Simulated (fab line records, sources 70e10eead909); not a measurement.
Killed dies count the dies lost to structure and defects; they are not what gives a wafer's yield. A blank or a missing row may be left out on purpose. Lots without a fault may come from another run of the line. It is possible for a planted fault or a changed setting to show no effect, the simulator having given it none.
fab line records -- flow nand-harc
[record] lots = 11, wafers = 33, last-day = 24
route steps=1159 shown A_M1@1043 END@1159
lots with no fault: from the same line, run without faults
start-h: hours from the record's opening day to when the first of the lot's shown wafers began -- wait-h: time in hours since the lot's previous step -- " repeats the value in the row above -- L1.1+2: a row that stands for several wafers -- - either no value or no given start -- * or withheld: withheld -- < > ~ a bound
route shown NAME@n: a module of which the file shows steps, and the number in the route of the first -- usual: mean/standard deviation of fault-free wafers -- same: alike in all rows -- chamber/n: place in a boat -- sites: readings site by site -- _std_site: the standard deviation of these -- _edge_site: mean of outer sites minus mean of inner sites -- radius-mm: for every site, how far away it sits from the centre of the wafer -- mask NAME#n: copy n -- behind: the last tool/chamber to shape the wafer -- hold: why the lot was held/for how many hours/how that ended -- device: whichever transistor did not switch (one of n, p or np) -- end of line: the route-end tests of the same wafers -- a step given without rows: its recipe and nothing more -- killed: the dies lost at the first sort to structure and to defects; this is not the yield of the wafer -- map: a wafer's dies, x killed, . not, _ none there
set.NAME: setting as actually run; set.NAME@STEP: the setting as run at that earlier step -- model.NAME: the simulator's own value behind a step, which no gauge read
one table for each step of the route and one row for each wafer, over a sample of lots
services: a tool's chamber out of use, with start hour (start-h, from the record's first day; less than 0 if before it), hours out, and reason
[[steps]]
[step NHARC_A_M1_STRIP_18]
[recipe] power-w = 1000, n2-flow-sccm = 150, h2-flow-sccm = 150, ar-flow-sccm = 0, bias-w = 0, chemistry = N2/H2
[usual] drypump-motor-current-A = 5.9/0.42, oes-product-au = 0.999/0.0091, rf-vpp-V = 90.4/0.92, showerhead-plenum-p-Torr = 2.02/0.085, throttle-valve-pct = 14.172/0.0093
lot.wafer,tool,chamber,start-h,wait-h,drypump-motor-current-A,oes-product-au,rf-hours-counter-h,rf-vpp-V,showerhead-plenum-p-Torr,throttle-valve-pct
L640.3,rie-diel-09,0,415.91,0.1,5.7,1.010,5,89.2,1.94,14.166
L640.1,rie-diel-09,1,415.91,0.1,5.2,1.003,11,91.6,2.19,14.180
L640.2,rie-diel-09,2,415.91,0.1,5.7,1.022,11,90.9,1.98,14.177
L642.4,rie-diel-09,1,427.53,0.1,5.2,1.005,11,91.7,2.19,14.184
L642.2,rie-diel-09,0,427.53,0.1,5.7,0.988,5,88.5,1.94,14.180
L642.5,rie-diel-09,1,427.53,0.1,5.2,0.984,-,91.7,2.19,14.171
L646.4,rie-diel-08,2,453.77,0.1,5.5,0.992,11,90.3,1.96,14.167
L646.1,rie-diel-08,3,453.77,0.1,5.3,1.002,12,91.8,2.03,14.191
L646.5,rie-diel-08,2,453.77,0.1,5.5,0.984,-,90.4,1.96,14.173
L647.1,rie-diel-08,3,454.50,0.1,5.4,1.001,12,91.1,2.03,14.174
L647.5,rie-diel-08,3,454.50,0.1,5.4,1.003,-,90.9,2.03,14.153
L647.6,rie-diel-08,0,454.50,0.1,5.6,1.011,-,90.8,1.92,14.178
L651.3,rie-diel-09,2,459.16,0.1,5.7,1.009,1,89.1,1.98,14.175
L651.5,rie-diel-09,0,459.16,0.1,5.7,1.003,-,89.6,1.94,14.172
L651.6,rie-diel-09,1,459.16,0.1,5.2,1.006,-,92.4,2.19,14.155
L649.2,rie-diel-08,0,475.10,0.1,5.6,1.002,14,90.3,1.92,14.164
L649.3,rie-diel-08,1,475.10,0.1,6.1,1.007,14,91.3,1.92,14.169
L649.5,rie-diel-08,3,475.10,0.1,5.4,1.000,-,91.8,2.03,14.164
L650.3,rie-diel-13,0,475.27,0.1,6.1,1.000,0,89.7,1.96,14.173
L650.2,rie-diel-13,1,475.27,0.1,6.0,0.994,0,90.2,2.06,14.162
L650.1,rie-diel-13,3,475.27,0.1,6.6,1.000,0,90.8,2.08,14.177
L658.3,rie-diel-13,0,523.63,0.1,6.1,0.993,1,90.3,1.96,14.172
L658.4,rie-diel-13,1,523.63,0.1,5.9,0.984,1,90.9,2.06,14.184
L658.2,rie-diel-13,2,523.63,0.1,5.9,0.996,1,88.9,1.93,14.172
L659.3,rie-diel-09,3,537.91,0.1,5.4,0.978,6,90.9,2.14,14.159
L659.5,rie-diel-09,3,537.91,0.1,5.5,0.991,-,91.1,2.14,14.157
L659.6,rie-diel-09,0,537.91,0.1,5.7,1.005,-,91.0,1.94,14.156
L660.1,rie-diel-13,2,538.18,0.1,5.9,1.000,1,89.0,1.93,14.168
L660.5,rie-diel-13,2,538.18,0.1,5.9,1.009,-,90.0,1.93,14.175
L660.6,rie-diel-13,3,538.18,0.1,6.6,1.024,-,91.8,2.08,14.166
L661.3,rie-diel-13,0,541.61,0.1,6.1,1.006,2,89.4,1.96,14.173
L661.1,rie-diel-13,1,541.61,0.1,6.0,0.995,2,91.0,2.06,14.176
L661.2,rie-diel-13,3,541.61,0.1,6.6,1.008,2,91.2,2.08,14.167
[step NHARC_A_M1_ETCH_28]
[recipe] target-depth-a = 300, over-etch-frac = 0.3, time-s = 72.99, ion-energy-ev = 150, cf4-flow-sccm = 50, n2-flow-sccm = 100, ar-flow-sccm = 150, rf-w = 300, bias-w = 100, chemistry = CF4/N2
[usual] drypump-motor-current-A = 5.9/0.41, oes-product-au = 1.000/0.0094, rf-vpp-V = 313.7/1.8, showerhead-plenum-p-Torr = 2.60/0.099, throttle-valve-pct = 19.794/0.0091
lot.wafer,tool,chamber,start-h,wait-h,drypump-motor-current-A,oes-product-au,rf-hours-counter-h,rf-vpp-V,showerhead-plenum-p-Torr,throttle-valve-pct
L640.3,rie-diel-09,1,-,-,5.2,0.990,11,318.0,2.81,19.791
L640.2,rie-diel-09,2,-,-,5.7,1.011,11,315.0,2.56,19.783
L640.1,rie-diel-09,0,-,-,5.7,1.006,5,311.7,2.51,19.809
L642.4,rie-diel-09,1,-,-,5.2,0.991,11,316.7,2.81,19.812
L642.2,rie-diel-09,2,-,-,5.7,1.010,12,312.1,2.56,19.785
L642.5,rie-diel-09,0,-,-,5.7,0.993,-,312.4,2.51,19.809
L646.4,rie-diel-08,3,-,-,5.4,1.001,12,313.4,2.62,19.799
L646.1,rie-diel-08,1,-,-,6.1,1.017,11,311.1,2.49,19.797
L646.5,rie-diel-08,2,-,-,5.5,0.994,-,311.5,2.54,19.795
L647.1,rie-diel-08,0,-,-,5.6,0.987,12,311.8,2.49,19.804
L647.5,rie-diel-08,2,-,-,5.5,0.996,-,311.5,2.53,19.794
L647.6,rie-diel-08,3,-,-,5.4,0.999,-,314.4,2.62,19.799
L651.3,rie-diel-09,1,-,-,5.2,1.020,1,316.7,2.81,19.797
L651.5,rie-diel-09,2,-,-,5.7,1.007,-,312.1,2.56,19.786
L651.6,rie-diel-09,3,-,-,5.5,0.992,-,316.9,2.74,19.791
L649.2,rie-diel-08,2,-,-,5.5,0.982,13,312.8,2.53,19.796
L649.3,rie-diel-08,0,-,-,5.6,1.008,14,312.0,2.49,19.788
L649.5,rie-diel-08,3,-,-,5.4,1.000,-,313.1,2.62,19.777
L650.1,rie-diel-13,1,-,-,6.0,0.993,0,314.1,2.66,19.793
L650.2,rie-diel-13,2,-,-,6.0,1.007,0,311.5,2.49,19.778
L650.3,rie-diel-13,0,-,-,6.1,1.015,0,311.7,2.53,19.785
L658.4,rie-diel-13,0,-,-,6.1,0.999,1,314.2,2.53,19.790
L658.3,rie-diel-13,1,-,-,6.0,0.992,1,314.3,2.66,19.789
L658.2,rie-diel-13,2,-,-,5.9,1.008,1,312.2,2.49,19.796
L660.1,rie-diel-13,1,-,-,5.9,1.000,2,315.2,2.66,19.787
L660.5,rie-diel-13,2,-,-,6.0,1.013,-,312.5,2.49,19.798
L660.6,rie-diel-13,3,-,-,6.7,0.996,-,315.7,2.67,19.777
L659.3,rie-diel-09,0,-,-,5.7,1.005,6,312.2,2.51,19.802
L659.5,rie-diel-09,1,-,-,5.2,1.008,-,318.1,2.80,19.798
L659.6,rie-diel-09,2,-,-,5.7,1.004,-,312.8,2.56,19.799
L661.3,rie-diel-13,2,-,-,5.9,1.009,2,312.0,2.49,19.787
L661.2,rie-diel-13,0,-,-,6.1,0.994,2,312.5,2.53,19.810
L661.1,rie-diel-13,1,-,-,5.9,1.001,2,315.2,2.65,19.799
[step NHARC_A_M1_ECD_22]
[recipe] target-thk-a = 4000, bath-temp-c = 25, material = Cu
lot.wafer,tool,chamber,start-h,wait-h
L640.1+2+3,ecd-cu-01,"0,1,0",416.91,-
L642.2+4+5,ecd-cu-02,1,428.52,-
L646.1+4+5,ecd-cu-02,1,454.82,-
L647.1+6+5,ecd-cu-02,"1,1,0",455.60,-
L651.3+5+6,ecd-cu-02,"1,1,0",460.22,-
L649.2+3+5,ecd-cu-02,"0,1,0",476.06,-
L650.1+2+3,ecd-cu-01,"0,1,1",476.28,-
L658.2+4+3,ecd-cu-01,"0,1,0",524.66,-
L660.1+6+5,ecd-cu-01,"1,0,1",539.83,-
L659.3+6+5,ecd-cu-01,"1,1,0",540.18,-
L661.2+1+3,ecd-cu-01,"0,1,0",542.62,-
[step NHARC_A_M1_CMP_23]
[recipe] t-overpolish-s = 20, target-thk-nm = 154.34
[usual] motor-current-A = 12.0/1.1, time-to-endpoint-s = 31/3
lot.wafer,tool,chamber,start-h,wait-h,motor-current-A,time-to-endpoint-s
L640.1,cmp-01,1,417.64,-,13.7,28
L640.3,cmp-01,2,417.64,-,13.3,24
L640.2,cmp-01,0,417.64,-,10.3,30
L642.2,cmp-02,2,429.30,-,13.1,34
L642.4,cmp-02,0,429.30,-,11.2,34
L642.5,cmp-02,2,429.30,-,13.0,35
L646.4,cmp-02,3,455.49,-,11.7,34
L646.1,cmp-02,0,455.49,-,11.6,33
L646.5,cmp-02,3,455.49,-,12.4,33
L647.1,cmp-02,1,456.41,-,12.5,32
L647.6,cmp-02,2,456.41,-,13.0,33
L647.5,cmp-02,3,456.41,-,12.1,33
L651.3,cmp-02,3,460.87,-,12.0,31
L651.6,cmp-02,2,460.87,-,12.9,16
L651.5,cmp-02,3,460.87,-,12.1,30
L649.3,cmp-02,2,476.80,-,12.8,28
L649.2,cmp-02,0,476.80,-,11.6,13
L649.5,cmp-02,1,476.80,-,13.7,10
L650.2,cmp-01,3,477.00,-,12.0,32
L650.1,cmp-01,0,477.00,-,11.0,32
L650.3,cmp-01,2,477.00,-,13.5,28
L658.3,cmp-02,1,525.33,-,12.7,29
L658.4,cmp-02,3,525.33,-,12.1,30
L658.2,cmp-02,0,525.33,-,12.0,31
L660.1,cmp-04,2,540.56,-,10.6,29
L660.5,cmp-04,0,540.56,-,10.9,32
L660.6,cmp-04,1,540.56,-,9.9,34
L659.3,cmp-02,2,540.81,-,13.0,32
L659.5,cmp-02,2,540.81,-,12.8,34
L659.6,cmp-02,3,540.81,-,11.6,29
L661.3,cmp-04,2,543.34,-,11.0,29
L661.1,cmp-04,0,543.34,-,11.1,33
L661.2,cmp-04,1,543.34,-,9.9,36
[step NHARC_A_M1_INSPECT_27]
[usual] raw-defect-count = 475/130
lot.wafer,tool,chamber,start-h,wait-h,raw-defect-count
L640.1,defect-inspect-02,-,418.11,0.0,379
L640.2,defect-inspect-02,-,418.11,0.0,343
L640.3,defect-inspect-02,-,418.11,0.0,610
L642.2,defect-inspect-01,-,429.74,0.0,400
L642.4,defect-inspect-01,-,429.74,0.0,572
L642.5,defect-inspect-01,-,429.74,0.0,372
L646.1,defect-inspect-01,-,456.00,0.0,468
L646.4,defect-inspect-01,-,456.00,0.0,367
L646.5,defect-inspect-01,-,456.00,0.0,425
L647.1,defect-inspect-01,-,456.82,0.0,419
L647.5,defect-inspect-01,-,456.82,0.0,577
L647.6,defect-inspect-01,-,456.82,0.0,365
L651.3,defect-inspect-02,-,461.31,0.0,465
L651.5,defect-inspect-02,-,461.31,0.0,469
L651.6,defect-inspect-02,-,461.31,0.0,377
L649.2,defect-inspect-01,-,477.25,0.0,379
L649.3,defect-inspect-01,-,477.25,0.0,325
L649.5,defect-inspect-01,-,477.25,0.0,325
L650.1,defect-inspect-01,-,477.48,0.0,455
L650.2,defect-inspect-01,-,477.48,0.0,314
L650.3,defect-inspect-01,-,477.48,0.0,302
L658.2,defect-inspect-02,-,525.80,0.0,491
L658.3,defect-inspect-02,-,525.80,0.0,478
L658.4,defect-inspect-02,-,525.80,0.0,625
L660.1,defect-inspect-02,-,540.99,0.0,345
L660.5,defect-inspect-02,-,540.99,0.0,442
L660.6,defect-inspect-02,-,540.99,0.0,401
L659.3,defect-inspect-02,-,541.28,0.0,615
L659.5,defect-inspect-02,-,541.28,0.0,825
L659.6,defect-inspect-02,-,541.28,0.0,435
L661.1,defect-inspect-02,-,543.83,0.0,642
L661.2,defect-inspect-02,-,543.83,0.0,476
L661.3,defect-inspect-02,-,543.83,0.0,548
[step NHARC_END_SORT_01]
[recipe] temp-c = 25
[usual] defect-limited-yield = 95.6/1.6, killed-at-array = 26/10, killed-at-other = 0.5/0.87, killed-at-periphery = 3.0/2.5, killed-dies = 29/11, killed-open = 3.3/1.9, killed-short = 1.8/1.5, sort_bin_2_pct = 1.3/0.63, sort_bin_3_pct = 0.25/0.22, sort_bin_4_pct = 2.8/1.1, sort-n-pass = 648/11, sort-rim-yield-pct = 96.5/2.6, sort-yield-pct = 95.6/1.6
[same] gross-dies = 677, sort_bin_5_pct[%] = 0, sort_bin_6_pct[%] = 0, sort_bin_7_pct[%] = 0, sort_bin_8_pct[%] = 0, sort-rim-n-gross = 106.00
lot.wafer,tool,chamber,start-h,wait-h,defect-limited-yield[%],killed-at-array,killed-at-other,killed-at-periphery,killed-dies,killed-open,killed-short,sort_bin_2_pct[%],sort_bin_3_pct[%],sort_bin_4_pct[%],sort-n-pass,sort-rim-yield-pct[%],sort-yield-pct[%]
L649.2,prober-01,0,512.30,2.8,96.9,15,1,5,21,4,1,0.9,0.74,1.5,656,96.2,96.9
L649.3,prober-01,0,513.09,3.1,96.0,23,0,4,27,3,0,1.2,0.15,2.7,650,94.3,96.0
L649.5,prober-01,0,514.68,3.7,96.0,23,1,3,27,7,3,0.7,0.30,3.0,650,95.3,96.0
// killed by level:class
L649.2 A_SLIT:chamber-film-flake=7 A_CHANNEL_HOLE_D1:chamber-film-flake=3 A_STAIRCASE:chamber-film-flake=2 P_GATE:geometric-particle:open=1 P_CONTACT:geometric-particle:open=1 P_M0:geometric-particle:open=1 A_CONTACT:geometric-particle:open=1 A_BLC:geometric-particle:short=1
L649.3 A_SLIT:chamber-film-flake=11 A_STAIRCASE:chamber-film-flake=4 A_CONTACT:chamber-film-flake=4 A_CHANNEL_HOLE_D1:chamber-film-flake=3 P_GATE:geometric-particle:open=1 P_CONTACT:geometric-particle:open=1 A_CONTACT:geometric-particle:open=1 P_STI:chamber-film-flake=1
L649.5 A_SLIT:chamber-film-flake=12 A_CONTACT:geometric-particle:open=2 A_BLC:geometric-particle:open=2 A_CONTACT:chamber-film-flake=2 P_CONTACT:geometric-particle:open=1 P_M0:geometric-particle:short=1 P_M2:geometric-particle:open=1 A_CHANNEL_FILL_D1:geometric-particle:short=1
[[services]]
tool,chamber,start-h,hours,kind
cmp-04,-,399.00,4.0,pm
cmp-01,-,401.01,2.1,repair
ecd-cu-02,-,403.21,17.4,repair
cmp-02,-,403.79,0.5,repair
cmp-01,-,406.06,4.0,pm
cmp-02,-,422.54,4.0,pm
rie-diel-09,-,431.10,9.0,pm
ecd-cu-01,-,448.14,8.0,pm
rie-diel-08,1,448.29,1.4,repair
cmp-02,-,448.51,0.5,repair
cmp-04,-,452.92,13.5,repair
rie-diel-13,-,453.00,9.0,pm
cmp-01,-,461.41,0.5,repair
cmp-04,-,466.56,0.3,repair
cmp-04,-,474.20,1.1,repair
rie-diel-08,0,476.64,8.5,repair
rie-diel-08,-,479.07,9.0,pm
rie-diel-09,3,486.74,2.6,repair
cmp-02,-,495.06,2.0,repair
cmp-02,-,520.59,4.0,pm
cmp-02,-,527.37,1.1,repair
ecd-cu-02,-,528.55,4.7,repair
ecd-cu-02,-,533.27,8.0,pm
cmp-02,-,536.04,0.7,repair
[[key]]
[first-sign] step = NHARC_A_M1_CMP_23, reading = time-to-endpoint-s, direction = down, sigmas = 6, usual = *, struck = *
effect none on later readings
met-at NHARC_A_M1_ECD_22
struck-lots L649,L651
struck-wafers L649.2,L649.5,L651.6
not-acting-at NHARC_A_M1_STRIP_18,NHARC_A_M1_ETCH_28,NHARC_A_M1_INSPECT_27
onset-between 455.60 460.22
[fault] kind = process-parameter-drift, tool = ecd-cu-02, chamber = 0, onset-h = 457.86, steps = NHARC_A_M1_ECD_22, channel = target-thk-a, offset = *, shape = step, end-h = 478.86, acts-in = *, stated = *
